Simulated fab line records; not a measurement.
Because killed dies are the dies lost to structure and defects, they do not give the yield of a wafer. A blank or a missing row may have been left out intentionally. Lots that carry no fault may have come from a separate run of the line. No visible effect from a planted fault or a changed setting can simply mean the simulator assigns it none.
Comparing a struck lot with a sound one ; flow nandHarc ; 15 out of 1302 route steps
Sound: wafers L346.2, L346.4, L346.6. Struck: wafer L363.1. (L363.4, L363.5 of the same lot were not struck and are left out.) The cause comes at the end.
At each step with rows: each side's tool, then ch and its chambers, then its first start. Under that, the readings that differ: sound wafers ; struck wafers ; difference of the means ; sigmas: that difference in standard deviations of wafers without a fault.
alike: readings whose means differ by less than 2 such deviations, and words and numbers that are the same on both sides. not compared: withheld readings, readings that some wafer has no value for, bounds like >300 that may hide the same value, and numbers for which the record gives no deviation and whose values overlap.
Wherever a step has rows on one side only, a row that says differs or no value, or a row with sigmas, the two part there. Non-overlapping numbers with no deviation appear without sigmas and do not part them. A reading missing from all wafers of one side parts the sides only when that side holds two or more wafers.

first, 1 step without rows for these wafers: NHARC_P_CONTACT_DESCUM_17 (chemistry O2, time 3 s).
NHARC_P_CONTACT_ETCH_35: etches the open film in CF4, target depth 39 nm, time 65 s.
  sound on rieDiel-03 ch 1,2,3, day 7 12:05; struck on rieDiel-02 ch 1, day 14 12:40
  alike: biasW, drypumpMotorCurrentA, oesProductAu, rfVppV, showerheadPlenumPTorr, throttleValvePct
  not compared: rfHoursCounterH
then, 1 step without rows for these wafers: NHARC_P_CONTACT_ETCH_36 (etches the open film in N2/H2, target depth 260 nm, time 406.25 s).
NHARC_P_CONTACT_ETCH_18: etches the open film in C4F8/O2/Ar, target depth 481 nm, time 240.5 s.
  sound on rieDiel-03 ch 1,2; struck on rieDiel-02 ch 2
reading;sound;struck;difference;sigmas
oesProductAu (a.u.);0.957 0.980 0.983;0.905;-0.068;-3
  alike: biasW, rfVppV
  not compared: rfHoursCounterH
then, 2 steps without rows for these wafers: NHARC_P_CONTACT_STRIP_37 (strips in C4F8/O2/Ar); NHARC_P_CONTACT_ETCH_31 (etches the open film in CH3F/O2, target depth 30 nm, time 85.7 s).
NHARC_P_CONTACT_CD_MEAS_19:
  sound on cdSem-03, day 7 12:52; struck on cdSem-01, day 14 13:28
  alike: cdNm
then, 2 steps without rows for these wafers: NHARC_P_CONTACT_STRIP_28 (strips in O2); NHARC_P_CONTACT_STRIP_29 (strips in post etch residue remover, time 1200 s).
NHARC_P_CONTACT_DEGAS_38: time 60 s.
  sound on pvdSputter-03, day 7 13:36; struck on pvdSputter-03, day 14 14:11
  alike: heaterPowerW
then, 1 step without rows for these wafers: NHARC_P_CONTACT_PRE_CLEAN_39 (time 19.5 s).
NHARC_P_CONTACT_PVD_32: deposits Ti, target thk 5 nm, time 17.7 s.
  sound on pvdSputter-03; struck on pvdSputter-03
  alike: throttleValvePct
NHARC_P_CONTACT_ALD_22: deposits TiN, target thk 3 nm, pulse time 1 s, ald cycles 150.
  sound on aldMetal-04 ch 0,2, day 7 13:49; struck on aldMetal-03 ch 1, day 14 14:26
reading;sound;struck;difference;sigmas
aldCycles;150 150 150;68;-82;
precursorPulseHeightRel;0.990 0.992 0.959;1.032;+0.052;+2
  alike: heaterPowerW
NHARC_P_CONTACT_CVD_23: deposits W, target thk 200 nm, time 557 s.
  sound on cvdW-01 ch 0; struck on cvdW-01 ch 1
reading;sound;struck;difference;sigmas
chamberPressureTorr (Torr);39.75 40.00 39.90;40.13;+0.25;+3
  alike: heaterPowerW, throttleValvePct
-- break in the record here, with 18 days between the starts of the struck wafers on either side (left off in module P_CONTACT, picked up again in module END, where the first step shown is number 1302 on the route) --
NHARC_END_SORT_01:
  here the record holds rows for the struck wafers (prober-02 ch 0, day 32 23:02) but none for the sound ones

== WHERE THEY PART ==
Last at NHARC_END_SORT_01 as far as this record goes, first at NHARC_P_CONTACT_ETCH_18.

WHY: what had been put in by the simulator
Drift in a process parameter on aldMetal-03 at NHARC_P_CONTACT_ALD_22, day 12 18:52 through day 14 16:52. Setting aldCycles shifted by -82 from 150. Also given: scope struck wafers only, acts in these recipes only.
